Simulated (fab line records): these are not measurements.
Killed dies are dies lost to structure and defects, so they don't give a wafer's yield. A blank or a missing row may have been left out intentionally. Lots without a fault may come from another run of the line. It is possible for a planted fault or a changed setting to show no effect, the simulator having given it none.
A lot that was struck, set against a sound lot | flow n5Finfet | 38 steps out of a route of 1938
Sound: these wafers, L353.2, L353.4, L353.6. Struck: wafer L355.3. (L355.1, L355.4 of the same lot were not struck and are left out.) The cause comes at the end.
For every step that has rows: the tool of each side, followed by ch and its chambers, followed by its first start. Under that, the readings that differ: sound wafers | struck wafers | difference of the means | sigmas: that difference in standard deviations of wafers without a fault.
alike: words and numbers the same on both sides, and readings whose means are apart by under 2 such deviations; not compared: readings that were withheld, readings missing a value for some wafer, numbers with overlapping values and no deviation given by the record, and bounds like >300 which may hide the same value.
The two part at a step that has a row with sigmas, a row that says differs or no value, or rows on one side only. Numbers that don't overlap but have no deviation are shown without sigmas and don't part them. A reading missing from all wafers of one side parts the sides only when that side holds two or more wafers.

first, 8 steps without rows for these wafers: N5_BEOL_M3_ECD_50 (material Cu, target thk 300 nm); N5_BEOL_M3_ANNEAL_51 (time 90 s); N5_BEOL_M3_CMP_52 (polishes, stops on SiOC, t overpolish 6.8 s, target thk 40 nm); N5_BEOL_M3_PRE_CLEAN_60 (time 15 s); N5_BEOL_M3_CO_CAP_55 (material Co, precursor CCTBA/H2, target thk 2 nm, time 102.1 s); N5_BEOL_M3_PRE_CLEAN_56 (time 15 s); N5_BEOL_M3_DEP_57 (deposits SiCN from 3MS/NH3, target thk 8 nm, time 14 s); N5_BEOL_M4_ILD_DEP_00 (deposits SiOC from DEMS/O2, target thk 79 nm, time 15.3 s).
N5_BEOL_M4_PECVD_72: deposits SiO2 from TEOS/O2, target thk 16 nm, time 18 s.
  sound on pecvd-02 ch 0,2, day 8 11:41; struck on pecvd-02 ch 2, day 8 22:40
reading                                   | sound      | struck | difference | sigmas
model.SiO2_of_BEOL_M4_PECVD_72.thkNm (nm) | 16 16 16.2 | 24     | +8         | 
  alike: heaterPowerW, showerheadPlenumPTorr, throttleValvePct
then, 25 steps without rows for these wafers: N5_BEOL_M4_HM_DEP_02 (deposits TiN, target thk 20 nm); N5_BEOL_M4_COAT_61 (time 60 s, resist thk 60 nm); N5_BEOL_M4_COAT_62 (time 60 s, resist thk 12 nm); N5_BEOL_M4_COAT_73 (time 60 s, resist thk 5 nm); N5_BEOL_M4_COAT_05 (resist thk 30 nm); N5_BEOL_M4_EBR_07; N5_BEOL_M4_SOFTBAKE_06 (time 60 s); N5_BEOL_M4_EXPOSE_08 (exposes mask M4); N5_BEOL_M4_PEB_09 (peb time 60 s); N5_BEOL_M4_DEVELOP_10 (develop time 30 s); N5_BEOL_M4_DESCUM_16 (chemistry O2, time 7 s); N5_BEOL_M4_ETCH_74 (etches underlayer in N2/H2, target depth 6.5 nm, time 5.2 s); N5_BEOL_M4_ETCH_63 (etches SiARC in CF4, target depth 15.6 nm, time 26 s); N5_BEOL_M4_ETCH_64 (etches SOC in N2/H2, target depth 75 nm, overetch 22.5 nm, time 121.9 s); N5_BEOL_M4_STRIP_65 (strips in N2/H2); N5_BEOL_M4_STRIP_75 (strips in N2/H2); N5_BEOL_M4_STRIP_66 (strips in CF4); N5_BEOL_M4_HM_OPEN_17 (chemistry Cl2/BCl3, target TiN, target depth 20 nm, overetch 6 nm); N5_BEOL_M4_STRIP_19 (strips in O2); N5_BEOL_M4_COAT_67 (time 60 s, resist thk 60 nm); N5_BEOL_M4_COAT_68 (time 60 s, resist thk 12 nm); N5_BEOL_M4_COAT_76 (time 60 s, resist thk 5 nm); N5_BEOL_M4_COAT_22 (resist thk 30 nm); N5_BEOL_M4_EBR_24; N5_BEOL_M4_SOFTBAKE_23 (time 60 s).
N5_BEOL_M4_HM_STRIP_39: strips TiN in peroxide tin strip, target depth 25 nm, time 158 s.
  sound on wetBench-06 ch 0,1,3, day 8 20:01; struck on wetBench-06 ch 2, day 9 13:08
reading                                   | sound        | struck | difference | sigmas
model.SiO2_of_BEOL_M4_PECVD_72.thkNm (nm) | 15.8 15.8 16 | 23.8   | +7.9       | 
N5_BEOL_M4_CMP_52: polishes, stops on SiOC, t overpolish 6.8 s, target thk 40 nm.
  sound on cmp-03 ch 1,2,3, day 9 00:07; struck on cmp-03 ch 2, day 9 20:58
reading                   | sound             | struck | difference | sigmas
barrierFieldEndpointS (s) | 24.5 25.8 25.6    | 35.4   | +10.1      | +15
overpolishRunS (s)        | 6.807 6.790 6.790 | 5.745  | -1.051     | -99 or more
  alike: motorCurrentA, retainingRingPressureFrac
N5_BEOL_M4_RC_MEAS_101:
  sound on prober-01 ch 0, day 9 00:53; struck on prober-01 ch 0, day 9 21:33
reading   | sound          | struck | difference | sigmas
VT_P (mV) | -249 -245 -247 | -253   | -6         | -2
  alike: DIBL_N, DIBL_P, IOFF_N, IOFF_P, ION_N, ION_P, SS_N, SS_P, VT_N
-- record jumps: 4 days separate the struck wafers' starts on either side; left off in module BEOL_M4, taken up again in module PASSIVATION, whose first shown step is the route's number 1936 --
N5_PASSIVATION_PROBE_49:
  struck on prober-02, day 14 08:08; sound on prober-01, day 14 08:26
reading          | sound    | struck | difference | sigmas
killedAtFrontEnd | 76 44 58 | 26     | -33        | -3
  alike: defectLimitedYield, killed_at_M0_to_M3, killed_at_M4_up, killedAtContacts, killedAtOther, killedDies, killedOpen, killedShort, sort_bin_5_function, sort_bin_6_memory, sort_bin_8_speed, sortNPass, sortYieldPct

== WHERE THEY PART ==
Earliest at N5_BEOL_M4_CMP_52; latest, in this record, at N5_PASSIVATION_PROBE_49.

WHY: what had been put in by the simulator
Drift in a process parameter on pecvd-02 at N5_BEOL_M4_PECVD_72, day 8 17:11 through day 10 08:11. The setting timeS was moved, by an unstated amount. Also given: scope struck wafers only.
